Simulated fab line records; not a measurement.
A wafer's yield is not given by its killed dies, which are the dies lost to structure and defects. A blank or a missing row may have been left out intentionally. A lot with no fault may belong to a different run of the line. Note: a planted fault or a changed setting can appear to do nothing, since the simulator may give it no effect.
Lot-split experiment    flow n5Finfet    route with 1938 steps; 7 lots, 21 wafers read

== ON THE SPLIT ==
At N5_SD_EPI_N_EPI_21 (deposits Si:P, time 690 s), the setting timeS was moved away from the recipe's 690 s on 10 of the 21 wafers read, by -14.2% to +13.0%. For the rest of the wafers, this setting stayed at what the recipe calls for.

== FROM THE SPLIT TO THE READING: what the file shows between them, 8 steps ==
- N5_SD_EPI_N_EPI_MEAS_23
- N5_SD_EPI_N_PRECLEAN_24: cleans in O3/DIW, time 60 s
- N5_SD_EPI_P_EPI_21: deposits SiGe:B, time 355 s (also split here: epiGrowthTimeS)
- N5_SD_EPI_P_HM_STRIP_48: strips SiNx in H3PO4, material SiNx, target depth 3 nm
- N5_SD_EPI_P_SRD_49: time 30 s
- N5_SD_EPI_P_PRECLEAN_24: cleans in O3/DIW, time 45 s
- N5_SD_ACTIVATION_RTA_00: time 0 s
- N5_SD_ACTIVATION_LSA_01: time 0.0008 s

== THE READING ==
RS_SD_N, in ohm/sq, at N5_SD_ACTIVATION_RS_MEAS_03 (measures by four-point-probe). On this fab line, fault-free wafers typically give 21.96 ohm/sq with a standard deviation of 0.24 ohm/sq.

wafer   tool, chamber at the split  timeS as run, s  against the recipe  RS_SD_N, ohm/sq  against lot-mates on the recipe
L074.1  epiRpcvd-03, 0              690              recipe              21.99            -
L074.4  epiRpcvd-03, 0              733.1            +6.2%               20.67            -1.27
L074.5  epiRpcvd-03, 0              690              recipe              21.89            -
L077.2  epiRpcvd-02, 0              690              recipe              21.69            -
L077.3  epiRpcvd-02, 0              690              recipe              21.40            -
L077.4  epiRpcvd-02, 0              690              recipe              21.57            -
L084.1  epiRpcvd-04, 0              690              recipe              22.50            -
L084.2  epiRpcvd-04, 0              690              recipe              22.06            -
L084.5  epiRpcvd-04, 0              763.2            +10.6%              20.74            -1.54
L085.1  epiRpcvd-04, 0              591.9            -14.2%              24.38            +2.41
L085.2  epiRpcvd-04, 0              690              recipe              21.97            -
L085.4  epiRpcvd-04, 0              591.9            -14.2%              24.30            +2.33
L086.1  epiRpcvd-04, 0              690              recipe              21.63            -
L086.3  epiRpcvd-04, 0              780              +13.0%              19.74            -1.89
L086.6  epiRpcvd-04, 0              780              +13.0%              19.93            -1.70
L087.1  epiRpcvd-03, 0              755.7            +9.5%               20.85            -1.26
L087.2  epiRpcvd-03, 0              690              recipe              22.11            -
L087.5  epiRpcvd-03, 0              755.7            +9.5%               20.48            -1.63
L093.3  epiRpcvd-04, 0              768.5            +11.4%              20.27            -1.76
L093.4  epiRpcvd-04, 0              690              recipe              22.03            -
L093.6  epiRpcvd-04, 0              768.5            +11.4%              20.59            -1.44

THE FIT
A straight line over all 21 wafers: RS_SD_N changes by -0.153 ohm/sq for each +1% of timeS; r = -0.97; the points scatter about the line by 0.29 ohm/sq.
The same after taking each lot's own level away (the mean of its wafers on the recipe; 21 wafers): -0.153 ohm/sq for each +1%; r = -0.99; scatter 0.17 ohm/sq.
The reading moves by 2.2 ohm/sq for the largest change in timeS, on that fit.
The span of the lots' own levels, 21.553 to 22.280 ohm/sq, comes to 3.0 times the standard deviation stated above.
So the lot-to-lot level changes the slope little: the two slopes agree.
Check: for one of the wafers moved furthest among these (-14.2%), held out of the fit, the line's prediction against its lot-mates is +2.14 ohm/sq. It came out at +2.41 ohm/sq against them.

== THESE WAFERS: OTHER SPLITS ==
Note: prior to the reading, these wafers also went through further splits. Each is held against what the fit with the lots' levels taken away leaves over:
other split on the same wafers     wafers away from the commonest value  r with RS_SD_N (lot level and that fit taken away)
N5_FIN_SAQP_PEB_14 pebTimeS        7                                     +0.08
N5_SD_EPI_P_EPI_21 epiGrowthTimeS  8                                     +0.12

== THE WHOLE CHAIN: every reading that the file lists as answering this split, in the file's order ==
step                         what it does                  reading                                                                         change (the file's fit)                r (the file's)
N5_SD_EPI_N_EPI_21           deposits Si:P, time 690 s     Si-P_of_SD_EPI_N_EPI_21.thkNm (the simulator's own value, which no gauge read)  +0.406 nm for each +1% of the setting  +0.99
N5_SD_EPI_N_EPI_MEAS_23                                    thkNm                                                                           withheld for each +1% of the setting   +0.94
N5_SD_EPI_N_PRECLEAN_24      cleans in O3/DIW, time 60 s   Si-P_of_SD_EPI_N_EPI_21.thkNm (the simulator's own value, which no gauge read)  +0.4 nm for each +1% of the setting    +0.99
N5_SD_ACTIVATION_RS_MEAS_03  measures by four-point-probe  RS_SD_N                                                                         -0.153 for each +1% of the setting     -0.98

== FILE'S OWN FIT ==
RS_SD_N changes by -0.153 ohm/sq for each +1% of timeS, r = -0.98.
